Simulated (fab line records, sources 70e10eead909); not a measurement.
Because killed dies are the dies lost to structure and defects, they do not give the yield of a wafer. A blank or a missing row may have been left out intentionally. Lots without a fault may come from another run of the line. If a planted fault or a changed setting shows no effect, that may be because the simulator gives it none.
Matching of chambers | flow nandHarc | cmp-03 running NHARC_A_M1_CMP_23: 4 sister chambers
The step polishes, t overpolish 20 s, target thk 154.34 nm. 8 wafers are shown with their chamber, then 8 later ones without.

== WAFERS WITH THEIR CHAMBER ==
wafer  | chamber | motorCurrentA (A) | timeToEndpointS (s)
L335.6 | 2       | 10.4              | 27.7
L338.5 | 1       | 14.1              | 25.3
L341.5 | 0       | 11.5              | 32.7
L341.6 | 3       | 12.3              | 31.9
L342.1 | 3       | 11.9              | 25.5
L342.3 | 2       | 10.1              | 23.2
L342.6 | 0       | 11.7              | 29.0
L344.1 | 1       | 14.2              | 25.7

== WAFERS MISSING THEIR CHAMBER ==
wafer  | motorCurrentA (A) | timeToEndpointS (s)
L344.2 | 11.5              | 26.1
L344.3 | 11.7              | 26.5
L348.1 | 10.5              | 29.3
L348.2 | 11.5              | 31.8
L348.6 | 11.6              | 29.7
L349.1 | 14.0              | 30.1
L349.5 | 11.5              | 29.9
L349.6 | 13.3              | 26.4

== CHAMBER TAKEN BY EACH ==
wafer  | from the rows above     | in truth
L344.2 | can't be placed: 0 or 3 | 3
L344.3 | can't be placed: 0 or 3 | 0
L348.1 | 2                       | 2
L348.2 | 0                       | 0
L348.6 | 0                       | 0
L349.1 | 1                       | 1
L349.5 | 0                       | 0
L349.6 | can't be placed: 1 or 3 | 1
Placed correctly: 5 of 8. Not placeable from these rows: 3 (in 3, the candidates include the true chamber). Number placed wrongly: 0.
How it was worked out, from the rows above alone: a wafer's distance from a chamber is the root of the sum, over the readings, of the square of ((its reading less the chamber's mean) divided by the reading's scatter). The wafer belongs to the nearest chamber; if the next one is less than 2 further off, it can't be placed. Each chamber's mean is taken over the wafers shown for it. The scatter: take each reading less its chamber's mean, square it, sum over the shown wafers, divide by the number of wafers less the number of chambers, and take the root.
